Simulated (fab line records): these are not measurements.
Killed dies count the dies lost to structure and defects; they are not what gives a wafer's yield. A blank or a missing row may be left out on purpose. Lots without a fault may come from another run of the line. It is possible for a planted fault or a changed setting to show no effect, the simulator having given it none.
A struck lot beside a sound one -- flow n5-finfet -- 37 steps out of a route of 1938
Sound: wafers L294.1, L294.4, L294.5. Struck: wafers L300.3, L300.5, L300.6. The cause is named last.
Order at every step that has rows: each side's tool, ch and its chambers, its first start. Under that, the readings that differ: sound wafers -- struck wafers -- difference of the means -- sigmas: that difference in standard deviations of wafers without a fault.
alike: readings whose means differ by less than 2 such deviations, and words and numbers that are the same on both sides. not compared: withheld readings, readings that some wafer has no value for, bounds like >300 that may hide the same value, and numbers for which the record gives no deviation and whose values overlap.
A row with sigmas, a row that says differs or no value, or rows on one side alone: a step with any of these is where the two part. When numbers do not overlap yet have no deviation, they are printed without sigmas and do not part them. A reading missing from all wafers of one side parts the sides only when that side holds two or more wafers.

first, 9 steps without rows for these wafers: N5_WELL_APT_DESCUM_30 (chemistry O2, time 7.9 s); N5_WELL_APT_IMPLANT_31; N5_WELL_APT_IMPLANT_32; N5_WELL_APT_STRIP_33 (strips in SPM, time 900 s); N5_WELL_APT_RTA_34 (time 10 s); N5_WELL_APT_OXIDE_STRIP_42 (strips SiO2 in dHF, time 45 s, target depth 12 nm); N5_WELL_APT_PRECLEAN_36 (cleans in O3/DIW, time 45 s); N5_WELL_APT_PRECLEAN_39 (cleans in dHF, time 60 s); N5_WELL_APT_SRD_37 (time 30 s).
N5_WELL_APT_EPI_41: deposits Si from SiH4/H2, target thk 50 nm, time 297.7 s.
  sound on epi-rpcvd-03 ch 0, day 3 04:31; struck on epi-rpcvd-03 ch 0, day 4 16:43
reading,sound,struck,difference,sigmas
run-length-s (s),356 355 355,182 183 183,-173,-49
susceptor_temp_C_max,651.9 651.8 651.4,- - -,no value on the struck wafers,
model.Si_of_WELL_APT_EPI_41.thk-nm (nm),50.27 51.03 50,19.81 20.1 20.37,-30.34,
  alike: chamber-pressure-Torr, throttle-valve-pct
then, 24 steps without rows for these wafers: N5_PMOS_HMC_CHANNEL_EPI_HM_DEP_34 (deposits SiO2 from TEOS/O2, target thk 36 nm, time 6.9 s); N5_PMOS_HMC_CHANNEL_EPI_COAT_31 (time 60 s, resist thk 66 nm); N5_PMOS_HMC_CHANNEL_EPI_COAT_03 (resist thk 205 nm); N5_PMOS_HMC_CHANNEL_EPI_EBR_05; N5_PMOS_HMC_CHANNEL_EPI_SOFTBAKE_04 (time 60 s); N5_PMOS_HMC_CHANNEL_EPI_EXPOSE_06 (exposes mask PMOS HMC BLK, target cd 240 nm); N5_PMOS_HMC_CHANNEL_EPI_PEB_07 (peb time 60 s); N5_PMOS_HMC_CHANNEL_EPI_DEVELOP_08 (develop time 30 s); N5_PMOS_HMC_CHANNEL_EPI_DESCUM_14 (chemistry O2, time 7.9 s); N5_PMOS_HMC_CHANNEL_EPI_ETCH_32 (etches BARC in N2/H2, stops on SiO2, target depth 85.8 nm, time 50.3 s); N5_PMOS_HMC_CHANNEL_EPI_HM_OPEN_15 (chemistry CHF3/O2, target SiO2, target depth 40.6 nm, time 20.3 s); N5_PMOS_HMC_CHANNEL_EPI_STRIP_33 (strips in N2/H2); N5_PMOS_HMC_CHANNEL_EPI_STRIP_17 (strips in SPM, time 750 s); N5_PMOS_HMC_CHANNEL_EPI_ETCH_38 (etches SiO2 in CF4, target depth 1.5 nm); N5_PMOS_HMC_CHANNEL_EPI_FIN_RECESS_16 (chemistry HBr/Cl2, target Si, target depth 54 nm, time 18 s); N5_PMOS_HMC_CHANNEL_EPI_PRECLEAN_36 (cleans in O3/DIW, time 45 s); N5_PMOS_HMC_CHANNEL_EPI_PRECLEAN_18 (cleans in DHF, time 30 s); N5_PMOS_HMC_CHANNEL_EPI_SRD_19 (time 30 s); N5_PMOS_HMC_CHANNEL_EPI_EPI_20 (deposits SiGe30, target thk 59 nm); N5_PMOS_HMC_CHANNEL_EPI_HM_STRIP_35 (strips SiO2 in dHF, material SiO2, target depth 39.6 nm, time 216 s); N5_PMOS_HMC_CHANNEL_EPI_SRD_39 (time 30 s); N5_PMOS_HMC_CHANNEL_EPI_CMP_21 (polishes SiGe30, target thk 54 nm); N5_PMOS_HMC_CHANNEL_EPI_PRECLEAN_40 (cleans in DHF, time 30 s); N5_PMOS_HMC_CHANNEL_EPI_PRECLEAN_37 (cleans in O3/DIW, time 45 s).
N5_SD_EPI_N_STRIP_18: strips in SPM, time 750 s.
  sound on wet-bench-02 ch 0,1,6, day 4 13:43; struck on wet-bench-02 ch 0,1,2, day 6 04:13
reading,sound,struck,difference,sigmas
model.Si_of_WELL_APT_EPI_41.thk-nm (nm),8 10.2 8.4,5.8 6 6,-2.9,
-- record jumps: 5 days separate the struck wafers' starts on either side; left off in module SD_EPI_N, taken up again in module BEOL_M4, whose first shown step is the route's number 1111 --
N5_BEOL_M4_RC_MEAS_101:
  sound on prober-02 ch 0, day 9 08:05; struck on prober-02 ch 0, day 11 02:20
reading,sound,struck,difference,sigmas
CJ_N,4.43 4.24 4.36,5.16 5.19 5.19,+0.84,+9
CJ_P,6.06 5.97 5.96,1.29 1.29 1.29,-4.71,-26
DIBL_P (mV/V),35.5 37.0 36.4,50.7 52.7 47.1,+13.9,+7
IOFF_N (nA/um),0.16 0.17 0.17,0.09 0.12 0.07,-0.07,-2
IOFF_N_LONG (nA/um),5.85e-05 5.77e-05 5.93e-05,4.29e-05 4.31e-05 4.28e-05,-1.56e-05,-6
IOFF_P (nA/um),0.20 0.23 0.22,1.11 1.33 0.83,+0.87,+24
IOFF_P_85C (nA/um),3.5 3.9 3.7,14.7 17.0 11.6,+10.7,+20
IOFF_P_LIN (nA/um),0.097 0.106 0.105,0.174 0.203 0.148,+0.072,+6
ION_N (uA/um),666 678 692,590 603 587,-85,-7
RS_NWELL (ohm/sq),1037 1042 1029,1097 1117 1109,+72,+11
RS_PWELL (ohm/sq),3011 3042 2978,3358 3357 3338,+341,+16
SS_P (mV/dec),73.1 73.7 73.3,85.9 85.5 84.8,+12.0,+19
VT_N (mV),248 245 246,265 260 267,+18,+6
VT_N_LONG (mV),272.9 272.3 273.3,292.4 293.7 292.8,+20.1,+11
VT_N_LVT (mV),99 95 97,111 106 112,+13,+4
  alike: DIBL_N, ION_P, SS_N, VT_P
-- the record jumps here: 4 days lie between the struck wafers' starts before and after (it left off in module BEOL_M4 and takes up again in module PASSIVATION, whose first step shown is number 1936 of the route) --
N5_PASSIVATION_PROBE_49:
  sound on prober-01 at day 13 15:09; struck on prober-01 at day 15 01:36
reading,sound,struck,difference,sigmas
killed-at-contacts,35 13 11,2 2 11,-15,-2
sort_bin_4_leakage (%),0 0 0,92.29 89.92 83.05,+88.42,
sort_bin_8_speed (%),0 0 0,0.17 0 6.78,+2.32,+77
sort-n-pass,1036 1092 1059,0 0 0,-1062,-62
sort-yield-pct (%),87.8 92.5 89.7,0 0 0,-90,-60
  alike: defect-limited-yield, killed_at_M0_to_M3, killed_at_M4_up, killed-at-front-end, killed-at-other, killed-dies, killed-open, killed-short, sort_bin_5_function, sort_bin_6_memory

## WHERE THEY PART
First at N5_WELL_APT_EPI_41; last, within this record, at N5_PASSIVATION_PROBE_49.

WHY: whatever the simulator had introduced
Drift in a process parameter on epi-rpcvd-03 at N5_WELL_APT_EPI_41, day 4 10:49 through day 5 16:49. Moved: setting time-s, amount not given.
